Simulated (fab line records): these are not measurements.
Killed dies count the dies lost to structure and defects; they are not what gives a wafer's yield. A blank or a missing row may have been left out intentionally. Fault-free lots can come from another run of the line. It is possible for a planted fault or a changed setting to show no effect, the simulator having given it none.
Chamber matching	flow n5_finfet	4 sister chambers for N5_BEOL_M6_ETCH_66 on rie_diel-05
The step etches SOC in N2/H2, target depth 80 nm, overetch 16 nm, time 120 s. 24 wafers are shown with their chamber, then 12 later ones without.

WAFERS PAIRED WITH THEIR CHAMBERS
wafer	chamber	oes_product_au (a.u.)	showerhead_plenum_p_Torr (Torr)	throttle_valve_pct (%)
L075.4	3	0.64	2.47	17.2
L075.5	2	0.54	2.52	18.1
L075.6	0	0.59	2.46	17.8
L076.2	0	0.58	2.46	17.7
L076.3	2	0.54	2.52	18.0
L076.4	2	0.54	2.52	18.0
L077.1	2	0.54	2.52	18.1
L077.2	3	0.64	2.46	17.2
L077.4	1	0.68	2.47	17.4
L079.1	2	0.54	2.52	18.1
L079.3	3	0.63	2.46	17.2
L079.6	1	0.67	2.47	17.5
L081.2	3	0.63	2.46	17.3
L081.3	1	0.68	2.47	17.5
L081.5	0	0.58	2.45	17.8
L083.2	0	0.58	2.45	17.8
L083.5	0	0.58	2.45	17.8
L083.6	1	0.67	2.46	17.5
L084.2	0	0.57	2.45	17.8
L084.3	3	0.62	2.46	17.3
L084.6	0	0.57	2.45	17.8
L086.1	1	0.67	2.46	17.5
L086.3	3	0.63	2.46	17.3
L086.5	2	0.53	2.52	18.1

SIGNATURES (averages over the wafers above)
reading	chamber 0	chamber 1	chamber 2	chamber 3	scatter within a chamber
oes_product_au	0.5786	0.6740	0.5383	0.6317	0.00621
showerhead_plenum_p_Torr	2.4529	2.4660	2.5200	2.4617	0.00416
throttle_valve_pct	17.786	17.480	18.067	17.250	0.0474
Rule: for each reading, subtract the chamber's mean from the wafer's reading, divide by that reading's scatter and square the result; add these up over the readings and take the root, which gives the wafer's distance from the chamber. The wafer belongs to the nearest chamber; if the next one is less than 2 further off, it can't be placed. The scatter: take each reading less its chamber's mean, square it, sum over the shown wafers, divide by the number of wafers less the number of chambers, and take the root.

WAFERS WITHOUT THEIR CHAMBER
wafer	oes_product_au (a.u.)	showerhead_plenum_p_Torr (Torr)	throttle_valve_pct (%)
L090.2	0.57	2.45	17.8
L090.3	0.66	2.46	17.5
L090.5	0.57	2.45	17.8
L091.2	0.57	2.45	17.8
L091.3	0.65	2.46	17.5
L091.6	0.61	2.45	17.3
L094.1	0.65	2.46	17.5
L094.5	0.52	2.51	18.1
L094.6	0.64	2.46	17.5
L095.2	0.57	2.44	17.8
L095.3	0.64	2.45	17.5
L095.4	0.57	2.44	17.8

CHAMBER TAKEN BY EACH
wafer	from the rows above	in truth
L090.2	0	0
L090.3	1	1
L090.5	0	0
L091.2	0	0
L091.3	can't be placed: 1 or 3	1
L091.6	3	3
L094.1	can't be placed: 1 or 3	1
L094.5	2	2
L094.6	can't be placed: 3 or 1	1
L095.2	0	0
L095.3	can't be placed: 3 or 1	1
L095.4	0	0
Correctly placed: 8 of 12. Can't be placed from these rows: 4 (the true chamber is among the candidates in 4). Wrongly placed: 0.
